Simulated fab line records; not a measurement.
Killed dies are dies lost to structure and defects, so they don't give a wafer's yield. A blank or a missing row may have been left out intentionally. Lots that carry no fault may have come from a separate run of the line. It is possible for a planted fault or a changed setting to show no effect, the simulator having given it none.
Which tool was responsible? | flow n5-finfet | Sampling: 14 lots, 39 wafers, 6 of 1938 route steps

== WHAT EACH GAUGE READ, for each wafer ==
N5_BEOL_M4_THK_MEAS_01. Usual: M4_ILD_THK typically reads 79.0 nm, with standard deviation 0.95.
lot  | measured     | on            | M4_ILD_THK (nm) | flag
L692 | day 8 16:05  | film-metro-01 | 78.5 79.9 80.4  |
L693 | day 8 21:55  | film-metro-01 | 78.9 79.5 80.7  |
L694 | day 9 01:07  | film-metro-01 | 79.0 77.9 80.1  |
L695 | day 9 01:34  | film-metro-01 | 78.4 78.5 79.9  |
L697 | day 9 02:58  | film-metro-02 | 77.8 77.1       |
L698 | day 9 03:14  | film-metro-02 | 79.0 79.2       |
L699 | day 9 09:01  | film-metro-02 | 77.8 79.4 78.9  |
L701 | day 10 20:20 | film-metro-01 | 77.6 38.4 79.6  | OFF
L702 | day 10 20:41 | film-metro-01 | 78.1 39.1 79.5  | OFF
L708 | day 12 06:43 | film-metro-01 | 77.0 76.8 78.3  |
L710 | day 12 18:49 | film-metro-02 | 78.6 80.8 80.0  |
L712 | day 13 05:23 | film-metro-01 | 79.0 79.3       |
L715 | day 13 12:40 | film-metro-01 | 79.2 79.4 79.5  |
L714 | day 13 13:40 | film-metro-01 | 78.6 78.3 78.8  |

N5_BEOL_M4_RC_MEAS_101. Usual: DIBL_N 35.6 mV/V, standard deviation 1.7; DIBL_P 35.0 mV/V, standard deviation 2; IOFF_N 0.148 nA/um, standard deviation 0.027; IOFF_P 0.19 nA/um, standard deviation 0.032; ION_N 671 uA/um, standard deviation 14; ION_P 460 uA/um, standard deviation 9.1; SS_N 71.3 mV/dec, standard deviation 0.62; SS_P 73.0 mV/dec, standard deviation 0.64; VT_N 251 mV, standard deviation 3.2; VT_P -251.5 mV, standard deviation 2.9.
lot  | measured     | on        | DIBL_N (mV/V)  | DIBL_P (mV/V)  | IOFF_N (nA/um)    | IOFF_P (nA/um) | ION_N (uA/um) | ION_P (uA/um) | SS_N (mV/dec)  | SS_P (mV/dec)  | VT_N (mV)   | VT_P (mV)            | flag
L692 | day 9 08:05  | prober-02 | 36.1 35.4 35.2 | 37.1 37.2 35.8 | 0.174 0.150 0.148 | 0.20 0.19 0.17 | 701 673 678   | 470 460 464   | 71.1 70.9 71.2 | 73.9 73.9 73.1 | 248 252 251 | -252.5 -249.9 -251.1 |
L693 | day 9 12:35  | prober-02 | 34.3 35.7 33.8 | 32.1 34.3 31.4 | 0.130 0.156 0.123 | 0.17 0.20 0.16 | 663 696 671   | 456 474 462   | 71.3 71.2 71.0 | 73.1 72.7 72.7 | 250 248 254 | -252.0 -251.6 -250.1 |
L694 | day 9 13:21  | prober-01 | 33.6 34.8 35.2 | 31.9 34.4 33.7 | 0.105 0.125 0.122 | 0.15 0.18 0.17 | 636 660 650   | 438 452 452   | 70.7 70.5 70.6 | 72.2 73.2 72.0 | 258 251 254 | -257.1 -251.7 -253.8 |
L695 | day 9 15:12  | prober-01 | 38.2 38.3 37.6 | 38.9 39.4 38.2 | 0.168 0.180 0.164 | 0.20 0.22 0.20 | 692 685 687   | 473 466 465   | 72.1 71.9 71.9 | 73.6 73.4 73.0 | 250 248 249 | -252.7 -253.7 -252.6 |
L697 | day 9 14:41  | prober-02 | 35.8 36.6      | 35.7 36.2      | 0.130 0.139       | 0.19 0.19      | 668 668       | 468 458       | 71.9 72.6      | 73.4 73.5      | 254 254     | -254.1 -254.3        |
L698 | day 9 20:40  | prober-01 | 34.9 35.0      | 35.3 32.8      | 0.137 0.124       | 0.19 0.15      | 666 633       | 460 436       | 71.2 71.7      | 72.9 72.5      | 252 254     | -252.1 -258.2        |
L699 | day 9 23:37  | prober-02 | 37.1 34.2 34.7 | 36.6 32.5 33.0 | 0.197 0.137 0.146 | 0.23 0.17 0.17 | 695 684 683   | 472 469 461   | 71.7 70.8 71.3 | 73.7 72.0 72.5 | 245 249 249 | -246.6 -251.2 -253.8 |
L701 | day 11 08:19 | prober-01 | 33.8 37.2      | 34.1 38.8      | 0.140 0.214       | 0.22 0.31      | 674 680       | 467 473       | 71.2 72.0      | 73.1 74.6      | 250 245     | -246.6 -244.7        |
L702 | day 11 09:05 | prober-01 | 34.4 35.0      | 36.7 36.3      | 0.149 0.163       | 0.25 0.24      | 679 687       | 471 472       | 71.1 71.4      | 74.1 73.4      | 249 248     | -246.7 -247.2        |
L708 | day 12 17:50 | prober-02 | 35.9 38.4 35.4 | 36.6 38.6 34.7 | 0.155 0.197 0.136 | 0.21 0.24 0.18 | 679 670 680   | 463 449 463   | 71.0 71.7 70.7 | 73.1 73.7 72.6 | 251 247 254 | -250.7 -249.5 -251.3 |
L710 | day 13 08:40 | prober-01 | 34.2 36.4 36.4 | 33.0 35.6 35.6 | 0.118 0.160 0.148 | 0.15 0.19 0.18 | 657 690 669   | 449 466 454   | 70.2 71.7 70.8 | 72.0 72.1 72.8 | 253 248 253 | -255.5 -253.0 -252.2 |
L712 | day 13 17:23 | prober-02 | 35.5 40.2      | 34.2 40.5      | 0.119 0.222       | 0.18 0.30      | 662 692       | 458 475       | 70.5 72.3      | 72.3 73.4      | 253 247     | -251.4 -244.4        |
L715 | day 14 09:56 | prober-02 | 37.7 35.9 36.3 | 37.6 35.5 36.0 | 0.200 0.155 0.166 | 0.22 0.19 0.20 | 701 679 681   | 468 458 456   | 71.8 71.2 71.3 | 74.1 73.3 73.6 | 246 249 245 | -253.1 -251.3 -250.3 |
L714 | day 14 10:01 | prober-01 | 37.0 36.2 34.6 | 37.4 35.8 33.7 | 0.156 0.144 0.120 | 0.22 0.18 0.16 | 677 680 668   | 472 464 462   | 71.3 71.2 69.9 | 73.3 72.3 72.6 | 250 251 254 | -251.2 -253.6 -252.9 |

== TOOL THAT RAN EACH LOT (tool first, then ch and the chambers of the sampled wafers, then the start) ==
lot  | N5_BEOL_M3_ANNEAL_93         | N5_BEOL_M3_SPUTTER_94        | N5_BEOL_M4_ILD_DEP_00           | N5_BEOL_M4_PECVD_72
L692 | pvd-sputter-03, day 8 14:33  | pvd-sputter-03, day 8 14:41  | pecvd-01 ch 0,1,2, day 8 16:01  | pecvd-03 ch 0,1,2, day 8 16:07
L693 | pvd-sputter-02, day 8 20:23  | pvd-sputter-02, day 8 20:32  | pecvd-03 ch 0,1,2, day 8 21:52  | pecvd-01 ch 0,1, day 8 21:58
L694 | pvd-sputter-01, day 8 23:35  | pvd-sputter-01, day 8 23:43  | pecvd-03 ch 1,2, day 9 01:03    | pecvd-01 ch 0,1,2, day 9 01:09
L695 | pvd-sputter-02, day 9 00:02  | pvd-sputter-02, day 9 00:10  | pecvd-03 ch 0,1,2, day 9 01:30  | pecvd-04 ch 0,1, day 9 01:37
L697 | pvd-sputter-01, day 9 01:25  | pvd-sputter-01, day 9 01:34  | pecvd-01 ch 0,2, day 9 02:53    | pecvd-04 ch 1,2, day 9 02:59
L698 | pvd-sputter-03, day 9 01:32  | pvd-sputter-03, day 9 01:41  | pecvd-03 ch 1,2, day 9 03:11    | pecvd-01 ch 0,2, day 9 03:17
L699 | pvd-sputter-01, day 9 07:28  | pvd-sputter-01, day 9 07:37  | pecvd-01 ch 0,2, day 9 08:58    | pecvd-03 ch 0,1, day 9 09:04
L701 | pvd-sputter-02, day 10 18:47 | pvd-sputter-02, day 10 18:56 | pecvd-03 ch 0,1, day 10 20:16   | pecvd-01 ch 0,1,2, day 10 20:22
L702 | pvd-sputter-01, day 10 19:07 | pvd-sputter-01, day 10 19:16 | pecvd-03 ch 0,1,2, day 10 20:37 | pecvd-01 ch 1,2, day 10 20:43
L708 | pvd-sputter-02, day 12 04:19 | pvd-sputter-02, day 12 04:28 | pecvd-04 ch 1,2, day 12 06:39   | pecvd-01 ch 0,1,2, day 12 06:45
L710 | pvd-sputter-01, day 12 17:16 | pvd-sputter-01, day 12 17:25 | pecvd-04 ch 0,1,2, day 12 18:44 | pecvd-04 ch 0,1,2, day 12 18:50
L712 | pvd-sputter-01, day 13 03:51 | pvd-sputter-01, day 13 03:59 | pecvd-04 ch 0, day 13 05:19     | pecvd-03 ch 0,2, day 13 05:26
L715 | pvd-sputter-03, day 13 10:57 | pvd-sputter-03, day 13 11:05 | pecvd-03 ch 0,2, day 13 12:35   | pecvd-01 ch 0,1, day 13 12:42
L714 | pvd-sputter-01, day 13 12:02 | pvd-sputter-01, day 13 12:10 | pecvd-04 ch 0,1,2, day 13 13:35 | pecvd-04 ch 0,2, day 13 13:42
- N5_BEOL_M3_ANNEAL_93: time 240 s.
- N5_BEOL_M3_SPUTTER_94: material Cu, target thk 4.5 nm, time 8.29 s.
- N5_BEOL_M4_ILD_DEP_00: deposits SiOC from DEMS/O2, target thk 79 nm, time 15.3 s.
- N5_BEOL_M4_PECVD_72: deposits SiO2 from TEOS/O2, target thk 16 nm, time 18 s.

== WHAT THE TOOLS THEMSELVES READ (means of the sampled wafers that have a number; where no wafer has one, the mark that the record gives instead) ==
N5_BEOL_M3_ANNEAL_93. Usual: heater-power-w 827 W, standard deviation 96.
lot  | tool           | heater-power-w (W) | flag
L692 | pvd-sputter-03 | 882                |
L693 | pvd-sputter-02 | 798                |
L694 | pvd-sputter-01 | 785                |
L695 | pvd-sputter-02 | 822                |
L697 | pvd-sputter-01 | 715                |
L698 | pvd-sputter-03 | 982                |
L699 | pvd-sputter-01 | 806                |
L701 | pvd-sputter-02 | 784                |
L702 | pvd-sputter-01 | 813                |
L708 | pvd-sputter-02 | 797                |
L710 | pvd-sputter-01 | 903                |
L712 | pvd-sputter-01 | 786                |
L715 | pvd-sputter-03 | 873                |
L714 | pvd-sputter-01 | 735                |

N5_BEOL_M3_SPUTTER_94. Usual: chamber-pressure-pa 0.07003 Pa, standard deviation 0.00012; chuck-gas-flow-sccm 1.26 sccm, standard deviation 0.053; throttle-valve-pct 30.1 %, standard deviation 1.4.
lot  | tool           | chamber-pressure-pa (Pa) | chuck-gas-flow-sccm (sccm) | throttle-valve-pct (%) | flag
L692 | pvd-sputter-03 | 0.07004                  | 1.29                       | 28.1                   |
L693 | pvd-sputter-02 | 0.07001                  | 1.33                       | 30.2                   |
L694 | pvd-sputter-01 | 0.07006                  | 1.21                       | 30.5                   |
L695 | pvd-sputter-02 | 0.07010                  | 1.26                       | 30.1                   |
L697 | pvd-sputter-01 | 0.07004                  | 1.33                       | 29.8                   |
L698 | pvd-sputter-03 | 0.07006                  | 1.19                       | 29.6                   |
L699 | pvd-sputter-01 | 0.07006                  | 1.28                       | 30.4                   |
L701 | pvd-sputter-02 | 0.06989                  | 1.31                       | 30.5                   |
L702 | pvd-sputter-01 | 0.07009                  | 1.26                       | 30.1                   |
L708 | pvd-sputter-02 | 0.06994                  | 1.29                       | 30.1                   |
L710 | pvd-sputter-01 | 0.06998                  | 1.26                       | 30.7                   |
L712 | pvd-sputter-01 | 0.06978                  | 1.25                       | 29.3                   |
L715 | pvd-sputter-03 | 0.06996                  | 1.29                       | 29.5                   |
L714 | pvd-sputter-01 | 0.07011                  | 1.24                       | 29.8                   |

N5_BEOL_M4_ILD_DEP_00. Usual: heater-power-w 469 W, standard deviation 79; showerhead-plenum-p-Torr 5.690 Torr, standard deviation 0.017; throttle-valve-pct 11.9 %, standard deviation 0.48.
lot  | tool     | heater-power-w (W) | showerhead-plenum-p-Torr (Torr) | throttle-valve-pct (%) | flag
L692 | pecvd-01 | 414                | 5.672                           | 12.3                   |
L693 | pecvd-03 | 415                | 5.679                           | 11.9                   |
L694 | pecvd-03 | 426                | 5.700                           | 11.7                   |
L695 | pecvd-03 | 434                | 5.687                           | 11.8                   |
L697 | pecvd-01 | 428                | 5.681                           | 12.2                   |
L698 | pecvd-03 | 414                | 5.710                           | 11.8                   |
L699 | pecvd-01 | 419                | 5.676                           | 12.0                   |
L701 | pecvd-03 | 476                | 5.684                           | 11.9                   |
L702 | pecvd-03 | 453                | 5.696                           | 11.6                   |
L708 | pecvd-04 | 502                | 5.680                           | 11.4                   |
L710 | pecvd-04 | 551                | 5.694                           | 11.7                   |
L712 | pecvd-04 | 608                | 5.718                           | 12.2                   |
L715 | pecvd-03 | 424                | 5.702                           | 11.4                   |
L714 | pecvd-04 | 538                | 5.699                           | 11.8                   |

N5_BEOL_M4_PECVD_72. Usual: heater-power-w 702 W, standard deviation 110; showerhead-plenum-p-Torr 8.75 Torr, standard deviation 0.076; throttle-valve-pct 22.3 %, standard deviation 0.86.
lot  | tool     | heater-power-w (W) | showerhead-plenum-p-Torr (Torr) | throttle-valve-pct (%) | flag
L692 | pecvd-03 | 695                | 8.78                            | 22.0                   |
L693 | pecvd-01 | 645                | 8.72                            | 23.1                   |
L694 | pecvd-01 | 644                | 8.70                            | 23.0                   |
L695 | pecvd-04 | 792                | 8.75                            | 21.7                   |
L697 | pecvd-04 | 772                | 8.74                            | 21.4                   |
L698 | pecvd-01 | 658                | 8.68                            | 22.6                   |
L699 | pecvd-03 | 663                | 8.74                            | 22.4                   |
L701 | pecvd-01 | 621                | 8.69                            | 22.3                   |
L702 | pecvd-01 | 650                | 8.72                            | 22.8                   |
L708 | pecvd-01 | 625                | 8.70                            | 22.3                   |
L710 | pecvd-04 | 809                | 8.79                            | 21.9                   |
L712 | pecvd-03 | 604                | 8.78                            | 21.6                   |
L715 | pecvd-01 | 648                | 8.68                            | 22.6                   |
L714 | pecvd-04 | 907                | 8.85                            | 22.3                   |

== THE ANSWER, worked out from the rows above alone ==
Rule: a lot counts as off when the mean over its wafers that have a number is more than 3 standard deviations away from the usual mean. Also off: a lot with no number at a reading for which 4 or more lots have one. Where the step has rows for the other lots, those lots are counted as sound. First the gauges in route order, then the tools' own readings, where a lot's mean is used as printed above. At the first step where some lot is off, the reading lying furthest off is the one used; lots without a number count as furthest.
Off: at N5_BEOL_M4_THK_MEAS_01 (M4_ILD_THK), L701, L702.
If a tool, at a process step before that reading, ran all the lots that are off and no sound lot after the first of them, it fits. Those tools and the gauges at N5_BEOL_M4_THK_MEAS_01 are tried in the same way. Not one of the candidates tried fits.

== WHAT THE SIMULATOR PUT IN ==
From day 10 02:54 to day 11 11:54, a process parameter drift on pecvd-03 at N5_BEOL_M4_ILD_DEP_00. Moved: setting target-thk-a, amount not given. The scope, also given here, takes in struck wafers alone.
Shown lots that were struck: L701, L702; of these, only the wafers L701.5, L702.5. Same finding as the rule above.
